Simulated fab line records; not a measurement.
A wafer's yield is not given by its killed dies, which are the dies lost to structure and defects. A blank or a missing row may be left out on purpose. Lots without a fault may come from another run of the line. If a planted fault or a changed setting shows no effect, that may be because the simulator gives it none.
fab line records	flow nand_harc
[record] lots = 6	wafers = 18	last_day = 23
route steps=1159 shown P_M0@258
lots with no fault: from the same line, run without faults
start_h: the number of hours between the record's first day and the start of the first shown wafer of the lot	wait_h: how many hours have passed since the lot's step before this one	" unchanged from the row above	L1.1+2: a row that stands for several wafers	- value missing, or start not given	* or withheld: withheld	< > ~ a bound
route shown NAME@n: names a module that has steps shown in the file, with the first one's number in the route	usual: mean/standard deviation of fault-free wafers	same: alike in all rows	chamber/n: place in a boat	sites: each site's reading	_std_site: the standard deviation of these	_edge_site: mean of outer sites minus mean of inner sites	radius_mm: how far each site lies from the wafer's centre	mask NAME#n: copy n	behind: the last tool/chamber to shape the wafer	hold: why the lot went on hold/how many hours it stayed there/how the hold came to an end	device: the n, p or np transistor that did not switch	end of line: the same wafers' tests at the end of the route	where a step has no rows: the recipe by itself	killed: count of dies lost to structure and defects at first sort (not the wafer's yield)	map: a wafer's dies, x killed, . not, _ none there
set.NAME: the run value of the setting; set.NAME@STEP: its run value at that earlier step	model.NAME: the simulator's own value behind a step, which no gauge read
lots at selected steps of the route; one table per step, one row per wafer
services: a tool's chamber out of use, with start hour (start_h, from the record's first day; less than 0 if before it), hours out, and reason
[[steps]]
[step NHARC_P_M0_SOFTBAKE_04]
[recipe] temp_c = 105	time_s = 55
[step NHARC_P_M0_EBR_05]
[step NHARC_P_M0_EXPOSE_06]
[recipe] na = 1.35	target_cd_nm = 90	dose_mj = 81.28	mask_id = P_M0
[step NHARC_P_M0_PEB_07]
[recipe] peb_temp_c = 100	peb_time_s = 65
[step NHARC_P_M0_DEVELOP_08]
[recipe] develop_time_s = 35	dev_temp_c = 23
[step NHARC_P_M0_CD_MEAS_09]
[recipe] target_cd_nm = 90	landing_energy_ev = 500
[usual] cd_nm = 90.0/0.69
lot.wafer	tool	chamber	start_h	wait_h	cd_nm
L779.1	cd_sem-01	0	126.30	-	89.8
L779.3	"	0	"	"	89.1
L779.4	"	0	"	"	89.8
L777.2	cd_sem-02	0	127.53	-	89.6
L777.5	"	0	"	"	90.3
L777.6	"	0	"	"	89.4
L788.1	cd_sem-01	0	194.96	-	90.4
L788.2	"	0	"	"	89.8
L788.4	"	0	"	"	89.4
L792.2	cd_sem-02	0	213.57	-	91.1
L792.3	"	0	"	"	89.9
L792.6	"	0	"	"	91.0
L796.2	cd_sem-01	0	228.13	-	91.4
L796.4	"	0	"	"	90.6
L796.5	"	0	"	"	90.0
L797.3	cd_sem-02	0	231.53	-	91.0
L797.5	"	0	"	"	90.2
L797.6	"	0	"	"	89.8
[step NHARC_P_M0_OVL_MEAS_10]
[recipe] pitch_nm = 180
[usual] overlay_x_nm = 0.1/0.61	overlay_y_nm = 0.0/0.81
lot.wafer	tool	chamber	start_h	wait_h	overlay_x_nm	overlay_y_nm
L779.1	overlay-02	-	126.38	-	-0.7	0.7
L779.3	"	-	"	"	0.0	0.3
L779.4	"	-	"	"	0.2	0.7
L777.2	overlay-02	-	127.61	-	0.7	-0.3
L777.5	"	-	"	"	0.7	0.3
L777.6	"	-	"	"	0.3	0.4
L788.1	overlay-02	-	195.05	-	0.8	0.4
L788.2	"	-	"	"	0.8	0.8
L788.4	"	-	"	"	0.8	0.7
L792.2	overlay-02	-	213.66	-	-0.1	0.3
L792.3	"	-	"	"	1.2	0.6
L792.6	"	-	"	"	0.7	0.1
L796.2	overlay-02	-	228.22	-	0.3	0.0
L796.4	"	-	"	"	0.8	-0.2
L796.5	"	-	"	"	0.5	-0.4
L797.3	overlay-02	-	231.62	-	0.2	-0.6
L797.5	"	-	"	"	-0.3	-0.7
L797.6	"	-	"	"	-0.1	-0.6
[step NHARC_P_M0_INSPECT_11]
[usual] raw_defect_count = 3.8/2.5
lot.wafer	tool	chamber	start_h	wait_h	raw_defect_count
L779.1	defect_inspect-02	-	126.42	0.0	5
L779.3	"	-	"	"	4
L779.4	"	-	"	"	3
L777.2	defect_inspect-01	-	127.65	0.0	0
L777.5	"	-	"	"	3
L777.6	"	-	"	"	4
L788.1	defect_inspect-02	-	195.09	0.0	7
L788.2	"	-	"	"	10
L788.4	"	-	"	"	6
L792.2	defect_inspect-02	-	213.69	0.0	3
L792.3	"	-	"	"	4
L792.6	"	-	"	"	3
L796.2	defect_inspect-01	-	228.26	0.0	3
L796.4	"	-	"	"	6
L796.5	"	-	"	"	6
L797.3	defect_inspect-02	-	231.65	0.0	6
L797.5	"	-	"	"	2
L797.6	"	-	"	"	0
[step NHARC_P_M0_DESCUM_14]
[recipe] time_s = 3	o2_flow_sccm = 200	ar_flow_sccm = 0	bias_power_w = 0	chemistry = O2
[usual] drypump_motor_current_A = 5.8/0.5	oes_product_au = 1.000/0.012	rf_vpp_V = 57.8/0.92	showerhead_plenum_p_Torr = 1.93/0.07	throttle_valve_pct = 11.312/0.01
[same] time_s = 3
lot.wafer	tool	chamber	start_h	wait_h	drypump_motor_current_A	oes_product_au	rf_hours_counter_h	rf_vpp_V	showerhead_plenum_p_Torr	throttle_valve_pct
L779.4	rie_diel-06	1	126.49	0.1	6.5	1.011	3	57.7	1.88	11.321
L779.3	"	2	"	"	5.6	0.999	3	59.1	1.85	11.301
L779.1	"	3	"	"	5.5	1.002	4	58.0	1.96	11.306
L777.2	rie_diel-06	0	127.73	0.1	6.3	0.989	4	58.9	2.03	11.303
L777.5	"	2	"	"	5.7	0.993	-	57.7	1.85	11.299
L777.6	"	3	"	"	5.5	0.997	-	55.9	1.96	11.310
L788.2	rie_diel-13	1	195.15	0.1	5.7	1.010	8	58.2	2.01	11.315
L788.1	"	2	"	"	5.8	1.011	8	57.8	1.90	11.303
L788.4	"	2	"	"	5.8	1.018	-	58.4	1.90	11.303
L792.2	rie_diel-06	0	213.75	0.1	6.3	0.994	9	57.8	2.03	11.287
L792.3	"	1	"	"	6.5	1.005	9	58.2	1.87	11.316
L792.6	"	1	"	"	6.5	0.996	-	56.9	1.87	11.286
L796.4	rie_diel-01	0	228.32	0.1	6.2	1.024	5	57.1	1.84	11.308
L796.2	"	2	"	"	5.5	0.999	5	57.8	1.79	11.311
L796.5	"	1	"	"	4.8	1.005	-	57.5	2.01	11.308
L797.3	rie_diel-13	0	231.74	0.1	5.7	0.971	9	58.2	1.89	11.312
L797.5	"	1	"	"	5.7	0.992	-	59.4	2.01	11.301
L797.6	"	2	"	"	5.8	0.999	-	57.8	1.89	11.331
[step NHARC_P_M0_ETCH_34]
[recipe] target_depth_a = 400	overetch_a = 120	time_s = 43.94	ion_energy_ev = 200	n2_flow_sccm = 150	h2_flow_sccm = 150	ar_flow_sccm = 0	rf_w = 400	bias_w = 150	chemistry = N2/H2
[usual] bias_w = 150.0/0.46	drypump_motor_current_A = 5.7/0.51	h2_flow_sccm = 150.0/0.45	oes_product_au = 0.999/0.012	rf_fwd_power_W = 395.1/1.8	rf_vpp_V = 431.0/2.3	showerhead_plenum_p_Torr = 2.06/0.078	throttle_valve_pct = 14.172/0.0088
[same] time_s = 43.94
lot.wafer	tool	chamber	start_h	wait_h	bias_w	drypump_motor_current_A	h2_flow_sccm	oes_product_au	rf_fwd_power_W	rf_hours_counter_h	rf_vpp_V	showerhead_plenum_p_Torr	throttle_valve_pct
L779.1	rie_diel-06	3	126.57	0.1	149.4	5.5	150.4	1.009	396.5	4	431.7	2.09	14.165
L779.3	"	0	"	"	150.1	6.3	150.0	0.996	395.5	3	433.9	2.17	14.172
L779.4	"	1	"	"	150.1	6.5	149.5	1.016	397.5	3	429.1	2.00	14.177
L777.2	rie_diel-06	0	127.81	0.1	150.1	6.3	149.7	0.998	398.1	4	435.3	2.17	14.166
L777.5	"	2	"	"	150.9	5.6	150.0	0.992	395.2	-	428.6	1.97	14.186
L777.6	"	3	"	"	150.3	5.5	149.3	0.997	395.1	-	433.3	2.09	14.161
L788.2	rie_diel-13	2	195.25	0.1	150.6	5.8	149.8	0.997	395.7	8	428.9	2.02	14.173
L788.1	"	0	"	"	149.5	5.7	149.3	0.987	391.0	7	429.8	2.01	14.173
L788.4	"	1	"	"	150.3	5.7	149.7	1.007	392.9	-	433.8	2.14	14.192
L792.2	rie_diel-06	2	213.85	0.1	149.4	5.6	149.4	0.983	392.0	10	429.1	1.97	14.167
L792.3	"	3	"	"	150.1	5.5	149.9	1.006	396.4	10	431.7	2.09	14.180
L792.6	"	0	"	"	149.6	6.2	150.2	0.979	396.2	-	433.4	2.17	14.159
L796.4	rie_diel-01	2	228.41	0.1	149.9	5.5	149.3	0.996	394.9	5	426.3	1.90	14.178
L796.2	"	0	"	"	149.6	6.2	149.7	1.033	395.3	5	427.8	1.96	14.186
L796.5	"	2	"	"	149.4	5.6	149.0	1.004	394.6	-	427.7	1.90	14.162
L797.3	rie_diel-13	1	231.81	0.1	149.9	5.7	150.5	1.004	395.1	10	433.8	2.14	14.178
L797.6	"	0	"	"	150.2	5.8	150.0	0.981	391.8	-	429.7	2.01	14.163
L797.5	"	1	"	"	150.0	5.7	149.7	0.998	395.2	-	433.5	2.14	14.162
[step NHARC_P_M0_ETCH_15]
[recipe] target_depth_a = 1500	overetch_a = 150	time_s = 82.5	c4f8_flow_sccm = withheld	ar_flow_sccm = 400	rf_w = 600	bias_w = 300	chemistry = C4F8/Ar
[usual] bias_w = 300.1/0.92	oes_product_au = 0.956/0.021	rf_fwd_power_W = 595.4/2.4	rf_vpp_V = 441.4/2.3
[same] time_s = 82.5
lot.wafer	tool	chamber	start_h	wait_h	bias_w	oes_product_au	rf_fwd_power_W	rf_hours_counter_h	rf_vpp_V
L779.4	rie_diel-06	3	-	-	301.0	0.961	595.1	4	443.1
L779.1	"	0	"	"	301.0	0.947	593.2	3	443.3
L779.3	"	1	"	"	299.6	0.949	596.3	3	439.9
L777.2	rie_diel-06	0	-	-	299.6	0.980	596.8	4	444.5
L777.5	"	3	"	"	298.6	0.968	595.2	-	442.8
L777.6	"	0	"	"	301.9	0.976	594.0	-	443.4
L788.1	rie_diel-13	1	-	-	300.3	0.964	592.6	8	442.7
L788.2	"	2	"	"	300.3	0.971	596.7	8	440.5
L788.4	"	0	"	"	299.0	0.953	593.8	-	440.2
L792.2	rie_diel-06	2	-	-	299.8	0.962	595.0	10	438.6
L792.3	"	1	"	"	302.0	0.959	595.7	9	439.3
L792.6	"	2	"	"	300.0	0.956	593.4	-	438.6
L796.2	rie_diel-01	3	-	-	300.2	0.960	592.2	5	444.5
L796.4	"	0	"	"	299.5	0.977	597.4	5	438.9
L796.5	"	3	"	"	300.0	0.963	593.2	-	445.5
L797.3	rie_diel-13	0	-	-	299.8	0.910	592.6	9	439.3
L797.6	"	3	"	"	301.6	0.927	599.2	-	442.5
L797.5	"	0	"	"	298.3	0.913	593.6	-	441.2
[step NHARC_P_M0_CD_MEAS_16]
[usual] cd_nm = 89.9/1
lot.wafer	tool	chamber	start_h	wait_h	cd_nm
L779.1	cd_sem-03	-	126.78	-	89.2
L779.3	"	-	"	"	89.7
L779.4	"	-	"	"	89.0
L777.2	cd_sem-02	-	128.01	-	89.4
L777.5	"	-	"	"	90.6
L777.6	"	-	"	"	89.1
L788.1	cd_sem-01	-	195.49	-	90.1
L788.2	"	-	"	"	89.7
L788.4	"	-	"	"	88.9
L792.2	cd_sem-02	-	214.05	-	90.5
L792.3	"	-	"	"	90.2
L792.6	"	-	"	"	91.3
L796.2	cd_sem-03	-	228.62	-	90.4
L796.4	"	-	"	"	91.6
L796.5	"	-	"	"	91.0
L797.3	cd_sem-02	-	232.02	-	89.9
L797.5	"	-	"	"	90.3
L797.6	"	-	"	"	89.6
[step NHARC_P_M0_STRIP_18]
[recipe] power_w = 1000	n2_flow_sccm = 150	h2_flow_sccm = 150	ar_flow_sccm = 0	bias_w = 0	chemistry = N2/H2
[usual] bias_w = 0/0	chamber_pressure_mTorr = 30.000/0.027	drypump_motor_current_A = 5.7/0.53	h2_flow_sccm = 150.0/0.46	oes_product_au = 1.000/0.012	power_w = 999.9/2.9	rf_fwd_power_W = 997/3.1	rf_vpp_V = 90.8/0.88	showerhead_plenum_p_Torr = 2.06/0.083	throttle_valve_pct = 14.171/0.0092
lot.wafer	tool	chamber	start_h	wait_h	bias_w	chamber_pressure_mTorr	drypump_motor_current_A	h2_flow_sccm	oes_product_au	power_w	rf_fwd_power_W	rf_hours_counter_h	rf_vpp_V	showerhead_plenum_p_Torr	throttle_valve_pct
L779.1	rie_diel-01	3	126.88	0.1	0	30.038	6.3	149.4	1.021	1000.3	997	9	92.0	2.17	14.167
L779.4	"	0	"	"	0	29.990	6.2	150.4	1.009	1007.4	997	11	89.9	1.96	14.160
L779.3	"	1	"	"	0	30.003	4.8	150.7	1.002	999.5	999	11	91.3	2.15	14.170
L777.2	rie_diel-13	1	128.08	0.1	0	29.991	5.7	149.5	1.007	995.3	995	2	91.3	2.14	14.183
L777.5	"	1	"	"	0	30.033	5.7	149.4	0.992	999.1	993	-	90.4	2.14	14.174
L777.6	"	2	"	"	0	29.973	5.8	149.5	1.001	996.2	999	-	89.0	2.02	14.162
L788.1	rie_diel-13	0	195.56	0.1	-	-	-	-	-	-	-	-	-	-	-
L788.2	"	1	"	"	-	-	-	-	-	-	-	-	-	-	-
L788.4	"	0	"	"	-	-	-	-	-	-	-	-	-	-	-
L792.2	rie_diel-13	2	214.13	0.1	-	-	-	-	-	-	-	-	-	-	-
L792.3	"	1	"	"	-	-	-	-	-	-	-	-	-	-	-
L792.6	"	2	"	"	-	-	-	-	-	-	-	-	-	-	-
L796.2	rie_diel-06	3	228.69	0.1	0	30.026	5.5	150.1	1.002	997.8	999	11	89.9	2.09	14.167
L796.4	"	1	"	"	0	30.008	6.5	150.7	1.009	1002.3	1004	10	90.7	2.00	14.159
L796.5	"	3	"	"	0	29.969	5.5	151.0	0.993	999.2	999	-	90.1	2.09	14.165
L797.3	rie_diel-13	0	232.14	0.1	0	29.999	5.8	150.7	0.976	999.3	1001	9	91.2	2.01	14.148
L797.6	"	2	"	"	0	30.028	5.8	150.0	0.997	999.4	992	-	91.6	2.02	14.172
L797.5	"	3	"	"	0	30.026	4.6	149.6	0.996	998.3	995	-	92.7	2.09	14.156
[step NHARC_P_M0_STRIP_19]
[recipe] time_s = 600	temp_c = 30	chemistry = post_etch_residue_remover
[[services]]
tool	chamber	start_h	hours	kind
rie_diel-13	0	108.23	-	clean
rie_diel-13	1	108.23	-	clean
rie_diel-13	2	108.23	-	clean
rie_diel-13	3	108.23	-	clean
rie_diel-01	3	110.92	4.1	repair
rie_diel-06	0	122.20	-	clean
rie_diel-06	1	122.20	-	clean
rie_diel-06	2	122.20	-	clean
rie_diel-06	3	122.20	-	clean
rie_diel-01	1	127.68	7.2	repair
rie_diel-13	0	132.73	-	clean
rie_diel-13	1	132.73	-	clean
rie_diel-13	2	132.73	-	clean
rie_diel-13	3	132.73	-	clean
rie_diel-01	-	137.80	9.0	pm
rie_diel-13	2	144.91	2.9	repair
rie_diel-06	0	146.70	-	clean
rie_diel-06	1	146.70	-	clean
rie_diel-06	2	146.70	-	clean
rie_diel-06	3	146.70	-	clean
rie_diel-13	0	157.23	-	clean
rie_diel-13	1	157.23	-	clean
rie_diel-13	2	157.23	-	clean
rie_diel-13	3	157.23	-	clean
[[key]]
[first_sign] step = NHARC_P_M0_STRIP_18	reading = tool_record	direction = missing
effect none on later readings
met_at NHARC_P_M0_STRIP_18
struck_wafers L788.1,L788.2,L788.4,L792.2,L792.3,L792.6
later_rows_left_out L788.1,L788.2,L788.4,L792.2,L792.3,L792.6
sort_left_out L788.1,L788.2,L788.4,L792.2,L792.3,L792.6
onset_between 128.08 195.56
[fault] kind = skipped_step_whole	tool = rie_diel-13	chamber = -	onset_h = 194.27	steps = NHARC_P_M0_STRIP_18	scope = struck_lots_only
// sort_left_out: the simulated sort isn't trusted on such a fault, so these wafers' sort isn't shown, and their yield isn't known
// later_rows_left_out: the simulator's readings of these wafers behind a module that went badly wrong aren't trusted and aren't shown, but for the sort
